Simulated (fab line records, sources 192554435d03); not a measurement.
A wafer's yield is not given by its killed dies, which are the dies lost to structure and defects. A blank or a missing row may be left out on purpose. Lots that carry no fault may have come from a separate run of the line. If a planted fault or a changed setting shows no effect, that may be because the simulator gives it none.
Matching of chambers | flow n5Finfet | N5_BEOL_M1_ETCH_74 on rieDiel-04 has 4 sister chambers
The step etches underlayer in N2/H2, target depth 6.5 nm, time 5.2 s. 4 wafers are shown with their chamber, then 8 later ones without.

== WAFERS, EACH WITH ITS CHAMBER ==
wafer  | chamber | throttleValvePct (%)
L082.4 | 3       | 18.20
L083.1 | 2       | 17.21
L083.4 | 1       | 17.92
L093.1 | 0       | 18.26

== WAFERS WITH NO CHAMBER GIVEN ==
wafer  | throttleValvePct (%)
L093.2 | 17.25
L093.6 | 18.23
L095.2 | 17.24
L095.3 | 18.24
L095.5 | 18.23
L097.4 | 18.27
L097.5 | 17.24
L097.6 | 18.22

== EACH ONE'S CHAMBER ==
wafer  | from the rows above     | in truth
L093.2 | 2                       | 2
L093.6 | can't be placed: 0 or 3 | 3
L095.2 | 2                       | 2
L095.3 | can't be placed: 0 or 3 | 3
L095.5 | can't be placed: 0 or 3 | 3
L097.4 | 0                       | 0
L097.5 | 2                       | 2
L097.6 | can't be placed: 3 or 0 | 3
Correct placement for 4 of the 8. From these rows, 4 cannot be placed; in 4 the true chamber is one of the candidates. Placed wrongly: 0.
How it was worked out, from the rows above alone: a wafer's distance from a chamber is the root of the sum, over the readings, of the square of ((its reading less the chamber's mean) divided by the reading's scatter). If the next closest chamber is less than 2 further off than the closest, the wafer can't be placed; otherwise it belongs to the closest. A chamber's mean is the mean of its shown wafers. The scatter (one wafer shown for each chamber): square how far every hidden wafer sits from the nearest shown wafer, average those squares and take the square root.
